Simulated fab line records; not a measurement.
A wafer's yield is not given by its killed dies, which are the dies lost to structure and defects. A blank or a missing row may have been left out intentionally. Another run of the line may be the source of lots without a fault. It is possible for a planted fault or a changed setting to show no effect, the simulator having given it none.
Chamber matching / flow nand-harc / 4 sister chambers for NHARC_P_CONTACT_STRIP_28 on rie-diel-09
The step strips in O2. 14 wafers are shown with their chamber, then 7 later ones without.

## WAFERS, EACH WITH ITS CHAMBER
wafer=L458.1; chamber=1; drypump-motor-current-A (A)=6.2; oes-product-au (a.u.)=0.988; rf-vpp-V (V)=55.9
wafer=L458.2; chamber=0; drypump-motor-current-A (A)=5.9; oes-product-au (a.u.)=0.998; rf-vpp-V (V)=58.6
wafer=L458.4; chamber=2; drypump-motor-current-A (A)=6.2; oes-product-au (a.u.)=1.002; rf-vpp-V (V)=57.7
wafer=L461.2; chamber=3; drypump-motor-current-A (A)=5.5; oes-product-au (a.u.)=1.027; rf-vpp-V (V)=57.1
wafer=L461.3; chamber=2; drypump-motor-current-A (A)=6.1; oes-product-au (a.u.)=0.995; rf-vpp-V (V)=57.8
wafer=L461.6; chamber=3; drypump-motor-current-A (A)=5.5; oes-product-au (a.u.)=1.012; rf-vpp-V (V)=56.7
wafer=L464.3; chamber=3; drypump-motor-current-A (A)=5.5; oes-product-au (a.u.)=1.015; rf-vpp-V (V)=56.9
wafer=L464.5; chamber=3; drypump-motor-current-A (A)=5.5; oes-product-au (a.u.)=1.018; rf-vpp-V (V)=57.2
wafer=L464.6; chamber=2; drypump-motor-current-A (A)=6.1; oes-product-au (a.u.)=1.006; rf-vpp-V (V)=58.8
wafer=L469.1; chamber=0; drypump-motor-current-A (A)=5.9; oes-product-au (a.u.)=1.020; rf-vpp-V (V)=56.8
wafer=L469.5; chamber=1; drypump-motor-current-A (A)=6.2; oes-product-au (a.u.)=1.015; rf-vpp-V (V)=57.6
wafer=L469.6; chamber=0; drypump-motor-current-A (A)=5.9; oes-product-au (a.u.)=1.012; rf-vpp-V (V)=55.4
wafer=L471.3; chamber=2; drypump-motor-current-A (A)=6.1; oes-product-au (a.u.)=0.997; rf-vpp-V (V)=57.6
wafer=L471.5; chamber=0; drypump-motor-current-A (A)=5.9; oes-product-au (a.u.)=1.012; rf-vpp-V (V)=58.0

SIGNATURES, as means of the wafers listed above
reading=drypump-motor-current-A; chamber 0=5.900; chamber 1=6.200; chamber 2=6.125; chamber 3=5.500; scatter within a chamber=0.0274
reading=oes-product-au; chamber 0=1.01050; chamber 1=1.00150; chamber 2=1.00000; chamber 3=1.01800; scatter within a chamber=0.00903
reading=rf-vpp-V; chamber 0=57.200; chamber 1=56.750; chamber 2=57.975; chamber 3=56.975; scatter within a chamber=0.923
Rule: for each reading, subtract the chamber's mean from the wafer's reading, divide by that reading's scatter and square the result; add these up over the readings and take the root, which gives the wafer's distance from the chamber. The wafer belongs to the nearest chamber; if the next one is less than 2 further off, it can't be placed. The scatter is the square root of a quotient: the sum, over the shown wafers, of each reading's squared deviation from its chamber's mean, divided by wafers minus chambers.

## WAFERS WITH NO CHAMBER GIVEN
wafer=L471.6; drypump-motor-current-A (A)=6.2; oes-product-au (a.u.)=1.004; rf-vpp-V (V)=59.4
wafer=L474.1; drypump-motor-current-A (A)=6.1; oes-product-au (a.u.)=0.995; rf-vpp-V (V)=57.4
wafer=L474.2; drypump-motor-current-A (A)=5.5; oes-product-au (a.u.)=1.006; rf-vpp-V (V)=57.5
wafer=L474.3; drypump-motor-current-A (A)=5.9; oes-product-au (a.u.)=1.011; rf-vpp-V (V)=57.2
wafer=L479.2; drypump-motor-current-A (A)=6.2; oes-product-au (a.u.)=1.010; rf-vpp-V (V)=57.6
wafer=L479.3; drypump-motor-current-A (A)=5.9; oes-product-au (a.u.)=1.016; rf-vpp-V (V)=57.5
wafer=L479.6; drypump-motor-current-A (A)=6.1; oes-product-au (a.u.)=1.006; rf-vpp-V (V)=58.1

## WHICH CHAMBER EACH ONE RAN IN
wafer=L471.6; from the rows above=can't be placed: 1 or 2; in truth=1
wafer=L474.1; from the rows above=2; in truth=2
wafer=L474.2; from the rows above=3; in truth=3
wafer=L474.3; from the rows above=0; in truth=0
wafer=L479.2; from the rows above=can't be placed: 1 or 2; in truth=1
wafer=L479.3; from the rows above=0; in truth=0
wafer=L479.6; from the rows above=2; in truth=2
Correct placement for 5 of the 7. Cannot be placed on the basis of these rows: 2; the candidates contain the true chamber in 2. 0 placed wrongly.
